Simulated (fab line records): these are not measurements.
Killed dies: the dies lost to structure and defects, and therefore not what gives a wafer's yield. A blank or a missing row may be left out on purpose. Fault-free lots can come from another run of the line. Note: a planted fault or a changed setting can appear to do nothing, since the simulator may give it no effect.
Which tool is to blame?	flow n5_finfet	13 lots, 39 wafers sampled, at 1 step of a route of 1938

WHAT THE GAUGES SHOWED, per wafer
N5_SPACER0_INSPECT_04: inspects for defects (darkfield). Usual: raw_defect_count 134, standard deviation 32.
lot	measured	on	raw_defect_count	flag
L559	day 3 00:34	defect_inspect-01	191 130 179	
L560	day 3 05:46	defect_inspect-01	131 76 109	
L561	day 3 16:55	defect_inspect-01	117 112 81	
L562	day 3 17:27	defect_inspect-02	152 205 142	
L563	day 4 00:38	defect_inspect-02	104 120 84	
L568	day 5 08:17	defect_inspect-01	114 139 129	
L569	day 5 13:22	defect_inspect-01	129 106 122	
L570	day 5 17:25	defect_inspect-01	116 111 127	
L574	day 6 19:13	defect_inspect-02	127 158 126	
L575	day 7 00:53	defect_inspect-01	134 184 145	
L577	day 7 13:44	defect_inspect-02	186 182 172	
L581	day 8 14:54	defect_inspect-01	158 160 128	
L582	day 8 17:53	defect_inspect-01	185 148 231	

WHICH TOOL RAN EACH LOT (tool, then ch and the chambers of the sampled wafers, then the start)
The record holds no process step before these readings.

AS READ BY THE TOOLS THEMSELVES (means over the sampled wafers that have a number; for cases with no such wafer, the mark the record gives instead)
The record holds no such reading with a usual standard deviation.

THE ANSWER, worked out from the rows above alone
Rule: lot off if the mean of its wafers having a number is beyond 3 standard deviations from the usual mean. A lot without any number at a reading at which 4 lots or more have one is off too. Any other lot the step has rows for is counted as sound. After the gauges, taken in route order, come the tools' own readings; for these a lot's mean is taken, as printed above. At the first step where some lot is off, the reading lying furthest off is the one used; lots without a number count as furthest.
Across all readings shown, no lot is off: no conclusion can be drawn from this.

WHAT THE SIMULATOR PUT IN
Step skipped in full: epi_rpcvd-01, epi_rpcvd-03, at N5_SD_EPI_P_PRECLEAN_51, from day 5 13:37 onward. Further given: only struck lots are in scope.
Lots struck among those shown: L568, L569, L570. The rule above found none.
